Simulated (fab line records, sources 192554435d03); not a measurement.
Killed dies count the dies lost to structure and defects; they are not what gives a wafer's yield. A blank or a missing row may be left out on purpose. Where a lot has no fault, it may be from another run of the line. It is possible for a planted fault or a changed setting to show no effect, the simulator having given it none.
fab line records	flow n5Finfet	part 1 of 2: steps 1 to 39 of 41
record lots=7	wafers=18	lastDay=17
route steps=1938 shown BEOL_M12@1638 BEOL_M13@1659 BEOL_M15@1830
lots with no fault: from the same line, run without faults
startH: hours from the record's opening day to when the first of the lot's shown wafers began	waitH: how many hours have passed since the lot's step before this one	" as in the row above	L1.1+2: one row covering several wafers at once	- value missing, or start not given	* or withheld: withheld	< > ~ a bound
route shown NAME@n: names a module that has steps shown in the file, with the first one's number in the route	usual: mean/standard deviation taken from wafers without a fault	same: alike in all rows	chamber/n: place in a boat	sites: the reading at each site	_std_site: the values' standard deviation	_edge_site: outer sites' mean less inner sites'	radiusMm: how far each site lies from the wafer's centre	mask NAME#n: copy n	behind: the tool/chamber that last shaped the wafer	hold: cause of the lot's hold/its duration in hours/its outcome	device: which transistor (n, p or np) failed to switch	end of line: tests of these same wafers at the route's end	where a step has no rows: the recipe by itself	killed: count of dies lost to structure and defects at first sort (not the wafer's yield)	map: a wafer's dies, x killed, . not, _ none there
set.NAME: setting as actually run; set.NAME@STEP: the setting as run at that earlier step	model.NAME: the simulator's own value behind a step, which no gauge read
a table for each step, a row for each wafer; lots at some steps of the route
services: a tool's chamber out of use, with start hour (startH, from the record's first day; less than 0 if before it), hours out, and reason
## steps
# step N5_BEOL_M12_STRIP_69
# recipe chemistry=N2/H2	tempC=40	n2FlowSccm=200	h2FlowSccm=200	rfFrequencyHz=6e+07
# step N5_BEOL_M12_TRENCH_ETCH_34
# recipe chemistry=C4F8/O2/Ar	target=SiOC	targetDepthA=3189.5	maskMaterial=SOC	pressureMtorr=30	sourceW=3000	biasW=700	Ar_flow_sccm=400	C4F8_flow_sccm=15	O2_flow_sccm=8	heInnerTorr=15	heOuterTorr=30	timeS=125.5	ionEnergyEv=250
# usual biasW=699.8/2.1	drypumpMotorCurrentA=5.6/0.46	heInnerTorr=15.00/0.031	oesProductAu=0.80/0.084	rfVppV=667/3.8	showerheadPlenumPTorr=3.47/0.14	throttleValvePct=24.25/0.15
lot.wafer	tool	chamber	startH	waitH	biasW	drypumpMotorCurrentA	heInnerTorr	oesProductAu	rfHoursCounterH	rfVppV	showerheadPlenumPTorr	throttleValvePct
L350.1	rieDiel-01	0	240.60	0.0	701.0	6.6	15.03	0.79	100	667	3.48	24.16
L350.2	"	1	"	"	699.4	5.8	15.05	0.70	228	662	3.26	24.20
L350.5	"	0	"	"	699.0	6.5	15.02	0.79	-	666	3.48	24.17
L353.1	rieDiel-04	2	252.35	0.0	701.5	5.1	14.98	0.82	66	671	3.62	24.14
L353.4	"	3	"	"	702.0	5.0	15.00	0.71	206	661	3.27	24.32
L353.6	"	0	"	"	699.3	5.6	14.97	0.86	-	669	3.64	24.36
L354.3	rieDiel-04	2	260.10	0.0	702.0	5.1	14.99	0.83	69	671	3.62	24.13
L354.4	"	1	"	"	700.5	5.9	15.03	0.88	39	663	3.35	24.16
L354.5	"	3	"	"	699.3	5.0	15.04	0.71	-	661	3.27	24.30
L359.2	rieDiel-03	2	285.84	0.0	700.6	6.0	14.97	0.73	199	662	3.26	24.20
L359.3	"	0	"	"	697.1	6.3	14.98	0.68	233	668	3.50	24.50
L362.2	rieDiel-04	3	311.66	0.0	699.8	5.0	15.01	0.69	225	662	3.26	24.32
L362.3	"	1	"	"	701.6	5.8	14.95	0.86	57	663	3.34	24.19
L364.2	rieDiel-04	3	316.84	0.0	696.9	5.1	15.05	0.69	227	661	3.26	24.32
L364.5	"	2	"	"	697.8	5.1	15.03	0.80	-	671	3.61	24.16
L372.1	rieDiel-04	1	370.67	0.0	698.1	5.9	14.99	0.83	78	664	3.33	24.21
L372.5	"	1	"	"	701.2	5.8	15.00	0.83	-	663	3.33	24.21
L372.6	"	2	"	"	702.5	5.1	14.98	0.78	-	669	3.60	24.16
# step N5_BEOL_M12_STRIP_70
# recipe chemistry=C4F8/O2/Ar	resist=SiARC	rfFrequencyHz=6e+07
# step N5_BEOL_M12_OCD_MEAS_35
# usual trenchDepthNm=321/5.6
lot.wafer	tool	chamber	startH	waitH	trenchDepthNm
L350.1	ocd-01	-	240.76	0.0	320
L350.2	"	-	"	"	315
L350.5	"	-	"	"	320
L353.1	ocd-02	-	252.51	0.0	324
L353.4	"	-	"	"	325
L353.6	"	-	"	"	319
L354.3	ocd-02	-	260.26	0.0	328
L354.4	"	-	"	"	317
L354.5	"	-	"	"	325
L359.2	ocd-02	-	285.99	0.0	322
L359.3	"	-	"	"	310
L362.2	ocd-02	-	311.81	0.0	323
L362.3	"	-	"	"	317
L364.2	ocd-02	-	317.00	0.0	320
L364.5	"	-	"	"	331
L372.1	ocd-02	-	370.83	0.0	318
L372.5	"	-	"	"	319
L372.6	"	-	"	"	329
# step N5_BEOL_M12_STRIP_37
# recipe chemistry=N2/H2	powerW=1000	tempC=250	h2Frac=0.65	overashFraction=0.3	pressureMtorr=withheld	n2FlowSccm=1750	h2FlowSccm=3250
# usual drypumpMotorCurrentA=5.9/0.43	heaterPowerW=321/30	oesProductAu=0.791/0.0089
lot.wafer	tool	chamber	startH	waitH	drypumpMotorCurrentA	heaterPowerW	oesProductAu	rfHoursCounterH
L350.1	plasmaAsher-01	1	240.79	0.0	6.5	288	0.796	69
L350.2	"	0	"	"	5.5	311	0.776	69
L350.5	"	1	"	"	6.5	293	0.807	-
L353.1	plasmaAsher-01	0	252.55	0.0	5.5	309	0.786	72
L353.4	"	0	"	"	5.5	307	0.794	-
L353.6	"	0	"	"	5.5	304	0.794	-
L354.3	plasmaAsher-01	0	260.31	0.1	5.5	297	0.799	-
L354.4	"	1	"	"	6.5	299	0.792	-
L354.5	"	1	"	"	6.5	287	0.780	-
L359.2	plasmaAsher-01	1	286.03	0.0	6.6	289	0.789	78
L359.3	"	0	"	"	5.5	309	0.807	-
L362.2	plasmaAsher-02	0	311.85	0.0	6.0	349	0.801	143
L362.3	"	0	"	"	6.0	364	0.784	-
L364.2	plasmaAsher-02	1	317.03	0.0	5.6	373	0.796	144
L364.5	"	0	"	"	6.0	349	0.793	-
L372.1	plasmaAsher-02	0	370.87	0.0	5.9	353	0.789	156
L372.5	"	1	"	"	5.6	356	0.802	-
L372.6	"	0	"	"	6.0	350	0.785	-
# step N5_BEOL_M12_ETCH_38
# recipe chemistry=CF4/N2	target=SiCN	targetDepthA=687	taperDeg=2	timeS=73.4	ionEnergyEv=150	maskMaterial=SiO2	pressureMtorr=40	sourceW=430	biasW=70	Ar_flow_sccm=100	cf4FlowSccm=60	n2FlowSccm=60
# usual biasW=70.04/0.2	drypumpMotorCurrentA=5.6/0.49	oesProductAu=0.79/0.082	rfVppV=383.0/2.3	showerheadPlenumPTorr=2.24/0.092	throttleValvePct=15.49/0.19
lot.wafer	tool	chamber	startH	waitH	biasW	drypumpMotorCurrentA	oesProductAu	rfHoursCounterH	rfVppV	showerheadPlenumPTorr	throttleValvePct
L350.1	rieDiel-01	0	241.09	-	70.31	6.5	0.80	100	381.8	2.24	15.30
L350.2	"	1	"	"	69.69	5.8	0.70	228	380.1	2.10	15.50
L350.5	"	3	"	"	70.08	5.7	0.71	-	383.7	2.28	15.57
L353.1	rieDiel-01	0	255.66	-	70.23	6.5	0.79	107	382.8	2.24	15.31
L353.4	"	3	"	"	70.33	5.7	0.70	224	383.8	2.28	15.59
L353.6	"	3	"	"	70.05	5.7	0.71	-	384.1	2.28	15.61
L354.3	rieDiel-04	1	262.92	-	70.11	5.8	0.89	40	382.2	2.14	15.24
L354.4	"	0	"	"	70.19	5.6	0.84	47	386.3	2.35	15.48
L354.5	"	3	"	"	70.12	5.0	0.72	-	379.4	2.12	15.64
L359.2	rieDiel-04	2	288.14	-	70.15	5.1	0.84	78	384.3	2.32	15.24
L359.3	"	0	"	"	70.27	5.5	0.84	56	386.5	2.34	15.49
L362.2	rieDiel-01	2	313.97	-	70.50	5.0	0.85	66	384.0	2.34	15.56
L362.3	"	3	"	"	69.71	5.7	0.69	245	383.4	2.27	15.63
L364.2	rieDiel-01	2	318.88	-	69.96	5.1	0.85	68	386.6	2.34	15.58
L364.5	"	3	"	"	70.40	5.7	0.69	-	383.0	2.27	15.64
L372.1	rieDiel-01	0	373.48	-	69.97	6.5	0.75	151	382.7	2.23	15.40
L372.5	"	1	"	"	70.26	5.8	0.91	-	384.7	2.35	15.05
L372.6	"	2	"	"	69.81	5.1	0.83	-	385.5	2.33	15.61
# step N5_BEOL_M12_PRECLEAN_39
# recipe chemistry=residueRemover	timeS=60	tempC=40
# step N5_BEOL_M12_SRD_40
# recipe timeS=30	tempC=23	rinseLiquid=diw	dry=n2Spin	spinRpm=1500	dryTimeS=30
# step N5_BEOL_M12_DEGAS_41
# recipe ambient=vacuum	tempC=250	timeS=60
# step N5_BEOL_M12_PRE_CLEAN_42
# recipe gas=H2/He	timeS=30	tempC=250
# step N5_BEOL_M12_SPUTTER_43
# recipe material=TaN	targetThkA=150	tempC=50	biasV=168.6	powerW=15000	chamberPressurePa=0.12	timeS=24.19
# step N5_BEOL_M12_SPUTTER_44
# recipe material=Ta	targetThkA=100	tempC=50	biasV=80	powerW=15000	chamberPressurePa=0.07	timeS=16.13
# step N5_BEOL_M12_SPUTTER_45
# recipe material=Cu	targetThkA=800	tempC=-20	biasV=60	powerW=26000	chamberPressurePa=0.13	timeS=13.33
# usual throttleValvePct=29.7/0.89
lot.wafer	tool	chamber	startH	waitH	throttleValvePct
L350.1	pvdSputter-01	-	241.67	0.0	28.6
L350.2	"	-	"	"	30.6
L350.5	"	-	"	"	29.9
L353.1	pvdSputter-03	-	256.27	0.0	27.8
L353.4	"	-	"	"	29.5
L353.6	"	-	"	"	30.5
L354.3	pvdSputter-02	-	263.72	0.0	29.6
L354.4	"	-	"	"	29.1
L354.5	"	-	"	"	31.2
L359.2	pvdSputter-03	-	288.79	0.0	27.9
L359.3	"	-	"	"	29.8
L362.2	pvdSputter-03	-	314.80	0.0	29.7
L362.3	"	-	"	"	29.7
L364.2	pvdSputter-03	-	322.00	0.0	27.5
L364.5	"	-	"	"	29.4
L372.1	pvdSputter-01	-	374.29	0.0	28.6
L372.5	"	-	"	"	30.4
L372.6	"	-	"	"	28.7
# step N5_BEOL_M12_ECD_47
# recipe material=Cu	targetThkA=7200
# step N5_BEOL_M12_ANNEAL_48
# recipe tempC=225	timeS=90	ambient=N2
# step N5_BEOL_M12_CMP_49
# recipe stopOn=SiOC	tOverpolishS=20.6	downForcePsi=1	platenRpm=50	clearingPlatenDownForcePsi=1.5	clearingPlatenRpm=50	postCmpClean=cuAlkaline	targetThkNm=320	clearingPlatenPadVelocityMS=0.99484	padVelocityMS=0.99484
# step N5_BEOL_M12_PRE_CLEAN_52
# recipe gas=NH3	timeS=15	tempC=withheld	rfPowerW=300
# step N5_BEOL_M12_DEP_53
# recipe material=SiCN	targetThkA=300	tempC=withheld	precursor=3MS/NH3	pressureTorr=3	rfW=675	timeS=10.5
# step N5_BEOL_M12_RS_MEAS_54
# recipe thkMeasGauge=four-point-probe	reads=Cu_of_BEOL_M12_ECD_47+Ta_of_BEOL_M12_SPUTTER_44+TaN_of_BEOL_M12_SPUTTER_43
# usual M12_RS=0.0596/0.0011
lot.wafer	tool	chamber	startH	waitH	M12_RS[ohm/sq]
L350.1	filmMetro-02	-	242.83	0.0	0.0596
L350.2	"	-	"	"	0.0607
L350.5	"	-	"	"	0.0598
L353.1	filmMetro-01	-	258.06	0.1	0.0589
L353.4	"	-	"	"	0.0586
L353.6	"	-	"	"	0.0604
L354.3	filmMetro-02	-	265.36	0.0	0.0581
L354.4	"	-	"	"	0.0605
L354.5	"	-	"	"	0.0588
L359.2	filmMetro-01	-	289.81	0.1	0.0594
L359.3	"	-	"	"	0.0622
L362.2	filmMetro-02	-	315.95	0.0	0.0595
L362.3	"	-	"	"	0.0603
L364.2	filmMetro-01	-	323.00	0.0	0.0598
L364.5	"	-	"	"	0.0579
L372.1	filmMetro-02	-	375.26	0.0	0.0608
L372.5	"	-	"	"	0.0602
L372.6	"	-	"	"	0.0582
# step N5_BEOL_M13_ILD_DEP_00
# recipe material=SiOC	targetThkA=8379.2	tempC=350	precursor=DEMS/O2	pressureTorr=5	rfW=500	timeS=166.4
# step N5_BEOL_M13_THK_MEAS_01
# recipe reads=SiOC_of_BEOL_M13_ILD_DEP_00
# usual M13_ILD_THK=839/10
lot.wafer	tool	chamber	startH	waitH	M13_ILD_THK[nm]
L350.1	filmMetro-02	-	243.04	0.1	834
L350.2	"	-	"	"	824
L350.5	"	-	"	"	838
L353.1	filmMetro-02	-	258.27	0.1	829
L353.4	"	-	"	"	837
L353.6	"	-	"	"	838
L354.3	filmMetro-01	-	265.57	0.1	841
L354.4	"	-	"	"	840
L354.5	"	-	"	"	851
L359.2	filmMetro-01	-	290.03	0.1	831
L359.3	"	-	"	"	834
L362.2	filmMetro-01	-	316.17	0.1	838
L362.3	"	-	"	"	847
L364.2	filmMetro-02	-	323.21	0.1	847
L364.5	"	-	"	"	853
L372.1	filmMetro-02	-	375.48	0.1	828
L372.5	"	-	"	"	838
L372.6	"	-	"	"	843
# step N5_BEOL_M13_COAT_58
# recipe resist=BARC	tempC=205	timeS=60	spinRpm=1500	resistThkNm=89
# step N5_BEOL_M13_COAT_04
# recipe spinRpm=1625	resistThkNm=400
# step N5_BEOL_M13_EBR_06
# recipe solvent=PGMEA	ebrWidthMm=1.5
# step N5_BEOL_M13_SOFTBAKE_05
# recipe tempC=130	timeS=60
# step N5_BEOL_M13_EXPOSE_07
# recipe maskId=V12	na=0.93	sourceShape=conventional	sigmaOuter=0.6	polarization=unpolarized	attpsmPhaseDeg=180	doseMj=24.8
# step N5_BEOL_M13_PEB_08
# recipe pebTempC=130	pebTimeS=90
# step N5_BEOL_M13_DEVELOP_09
# recipe developTimeS=45	rinseLiquid=diw	dry=airSpin	devTempC=21
# step N5_BEOL_M13_HARDBAKE_14
# recipe tempC=130	timeS=120
# step N5_BEOL_M13_CD_MEAS_10
# recipe targetCdNm=190	landingEnergyEv=500	detector=seInlens	polarity=opening
# usual cdNm=189.8/1.5
lot.wafer	tool	chamber	startH	waitH	cdNm
L350.1	cdSem-01	0	243.47	-	189.8
L350.2	"	0	"	"	190.2
L350.5	"	0	"	"	191.2
L353.1	cdSem-02	0	258.57	-	189.0
L353.4	"	0	"	"	189.4
L353.6	"	0	"	"	189.0
L354.3	cdSem-03	0	265.88	-	189.6
L354.4	"	0	"	"	190.0
L354.5	"	0	"	"	189.9
L359.2	cdSem-03	0	290.33	-	193.3
L359.3	"	0	"	"	192.7
L362.2	cdSem-03	0	316.47	-	187.8
L362.3	"	0	"	"	188.4
L364.2	cdSem-03	0	323.51	-	191.2
L364.5	"	0	"	"	188.7
L372.1	cdSem-01	0	375.90	-	188.0
L372.5	"	0	"	"	187.9
L372.6	"	0	"	"	190.6
# step N5_BEOL_M13_OVL_MEAS_11
# recipe pointsPerWafer=44
# usual V12_OVL=-5/5.7
lot.wafer	tool	chamber	startH	waitH	V12_OVL[nm]
L350.1	overlay-02	0	243.50	0.0	-16
L350.2	"	0	"	"	-9
L350.5	"	0	"	"	-12
L353.1	overlay-01	0	258.60	0.0	0
L353.4	"	0	"	"	-2
L353.6	"	0	"	"	3
L354.3	overlay-01	0	265.91	0.0	-7
L354.4	"	0	"	"	-6
L354.5	"	0	"	"	-6
L359.2	overlay-01	0	290.37	0.0	1
L359.3	"	0	"	"	-3
L362.2	overlay-01	0	316.50	0.0	-5
L362.3	"	0	"	"	7
L364.2	overlay-02	0	323.54	0.0	-3
L364.5	"	0	"	"	0
L372.1	overlay-02	0	375.93	0.0	2
L372.5	"	0	"	"	1
L372.6	"	0	"	"	-11
# step N5_BEOL_M13_INSPECT_12
# recipe mode=adi	inspectInstrument=macro
# usual rawDefectCount=2.0/1.5
lot.wafer	tool	chamber	startH	waitH	rawDefectCount
L350.1	defectInspect-01	-	243.52	0.0	5
L350.2	"	-	"	"	4
L350.5	"	-	"	"	0
L353.1	defectInspect-01	-	258.63	0.0	2
L353.4	"	-	"	"	2
L353.6	"	-	"	"	4
L354.3	defectInspect-02	-	265.93	0.0	1
L354.4	"	-	"	"	0
L354.5	"	-	"	"	2
L359.2	defectInspect-02	-	290.40	0.0	6
L359.3	"	-	"	"	2
L362.2	defectInspect-02	-	316.52	0.0	0
L362.3	"	-	"	"	5
L364.2	defectInspect-02	-	323.57	0.0	2
L364.5	"	-	"	"	1
L372.1	defectInspect-01	-	375.96	0.0	2
L372.5	"	-	"	"	2
L372.6	"	-	"	"	1
# step N5_BEOL_M13_DESCUM_15
# recipe chemistry=O2	timeS=7.9	sourcePowerW=50	biasPowerW=20	pressureMtorr=20	rfFrequencyHz=2.712e+07	tempC=40	o2FlowSccm=225
# usual drypumpMotorCurrentA=5.5/0.39	oesProductAu=0.78/0.07	rfVppV=243.3/1.5	showerheadPlenumPTorr=2.09/0.083	throttleValvePct=20.35/0.2
lot.wafer	tool	chamber	startH	waitH	drypumpMotorCurrentA	oesProductAu	rfHoursCounterH	rfVppV	showerheadPlenumPTorr	throttleValvePct
L350.1	rieDiel-02	3	243.79	0.3	5.5	0.74	167	244.6	2.16	20.36
L350.2	"	1	"	"	6.0	0.77	165	242.8	1.98	20.02
L350.5	"	2	"	"	5.9	0.71	-	241.6	2.05	20.53
L353.1	rieDiel-06	3	258.66	0.0	5.9	0.78	165	240.5	1.92	20.13
L353.4	"	3	"	"	5.9	0.77	-	240.5	1.92	20.12
L353.6	"	0	"	"	5.6	0.89	-	242.8	2.11	20.07
L354.3	rieDiel-05	1	265.96	0.0	5.8	0.85	66	242.6	2.14	20.61
L354.4	"	3	"	"	5.2	0.81	71	243.4	2.13	20.44
L354.5	"	3	"	"	5.2	0.81	-	244.0	2.13	20.41
L359.2	rieDiel-05	1	290.43	0.0	5.8	0.84	73	243.7	2.13	20.62
L359.3	"	3	"	"	5.2	0.79	79	243.1	2.13	20.43
L362.2	rieDiel-06	2	316.56	0.0	5.4	0.79	133	245.7	2.21	20.51
L362.3	"	3	"	"	5.9	0.76	178	238.7	1.91	20.16
L364.2	rieDiel-02	3	323.60	0.0	5.4	0.72	192	245.0	2.15	20.39
L364.5	"	0	"	"	5.0	0.71	-	243.9	2.08	20.56
L372.1	rieDiel-02	2	375.99	0.0	5.9	0.96	4	242.5	2.04	20.04
L372.5	"	3	"	"	5.5	0.70	-	245.3	2.15	20.40
L372.6	"	0	"	"	5.0	0.69	-	243.5	2.08	20.59
# step N5_BEOL_M13_ETCH_59
# recipe chemistry=N2/H2	target=BARC	targetDepthA=890	overetchA=267	timeS=67.9	ionEnergyEv=200	pressureMtorr=30	sourceW=840	biasW=150	n2FlowSccm=200	h2FlowSccm=200
# step N5_BEOL_M13_VIA_ETCH_16
# recipe chemistry=C4F8/O2/Ar	target=SiOC	pressureMtorr=30	sourceW=3000	biasW=700	Ar_flow_sccm=400	C4F8_flow_sccm=15	O2_flow_sccm=8	heInnerTorr=15	heOuterTorr=30	targetDepthA=9217	timeS=withheld	ionEnergyEv=250	ends=cleared
# usual biasW=699.8/1.7	drypumpMotorCurrentA=5.5/0.4	heInnerTorr=15.00/0.03	oesProductAu=0.70/0.063	rfVppV=666/3.4	showerheadPlenumPTorr=3.42/0.11	throttleValvePct=24.13/0.16
lot.wafer	tool	chamber	startH	waitH	biasW	drypumpMotorCurrentA	heInnerTorr	oesProductAu	rfVppV	showerheadPlenumPTorr	throttleValvePct
L350.1	rieDiel-02	3	243.88	0.0	702.0	5.5	15.05	0.65	668	3.54	24.22
L350.2	"	1	"	"	699.9	6.0	14.98	0.68	661	3.30	24.00
L350.5	"	2	"	"	699.8	5.9	15.00	0.63	664	3.36	24.24
L353.1	rieDiel-06	3	258.75	0.0	699.8	5.9	14.98	0.70	656	3.17	23.93
L353.4	"	3	"	"	701.5	5.9	15.00	0.71	658	3.17	23.95
L353.6	"	0	"	"	705.1	5.7	15.03	0.81	666	3.48	24.00
L354.3	rieDiel-05	1	266.05	0.0	698.3	5.9	14.97	0.76	667	3.50	24.45
L354.4	"	3	"	"	697.9	5.2	15.01	0.75	666	3.46	24.14
L354.5	"	3	"	"	700.4	5.1	15.03	0.74	668	3.46	24.13
L359.2	rieDiel-05	1	290.52	0.0	699.4	5.9	15.03	0.75	668	3.50	24.47
L359.3	"	3	"	"	700.5	5.2	14.98	0.73	665	3.45	24.15
L362.2	rieDiel-06	2	316.64	0.0	697.3	5.4	14.94	0.71	668	3.55	24.09
L362.3	"	3	"	"	698.4	5.9	15.03	0.69	657	3.16	23.96
L364.2	rieDiel-02	3	323.69	0.0	699.4	5.5	15.03	0.63	668	3.52	24.23
L364.5	"	0	"	"	701.0	5.0	15.02	0.63	665	3.41	24.30
L372.1	rieDiel-02	2	376.08	0.0	699.1	5.9	14.99	0.88	664	3.34	23.83
L372.5	"	3	"	"	702.7	5.5	14.98	0.63	670	3.51	24.27
L372.6	"	0	"	"	696.9	5.1	14.99	0.62	666	3.40	24.34
# step N5_BEOL_M13_STRIP_63
# recipe chemistry=N2/H2	powerW=1000	tempC=250	h2Frac=0.65	overashFraction=0.3	pressureMtorr=1000	n2FlowSccm=1750	h2FlowSccm=3250
# step N5_BEOL_M13_STRIP_64
# recipe chemistry=N2/H2	powerW=1000	tempC=250	h2Frac=0.65	overashFraction=0.3	pressureMtorr=withheld	n2FlowSccm=1750	h2FlowSccm=3250
# step N5_BEOL_M13_STRIP_71
# recipe chemistry=postEtchResidueRemover	timeS=60	tempC=25	removerPh=withheld	removerWaterWtPct=withheld	removerFluorideWtPct=withheld
# step N5_BEOL_M13_SRD_72
# recipe timeS=30	tempC=23	rinseLiquid=diw	dry=n2Spin	spinRpm=1500	dryTimeS=30
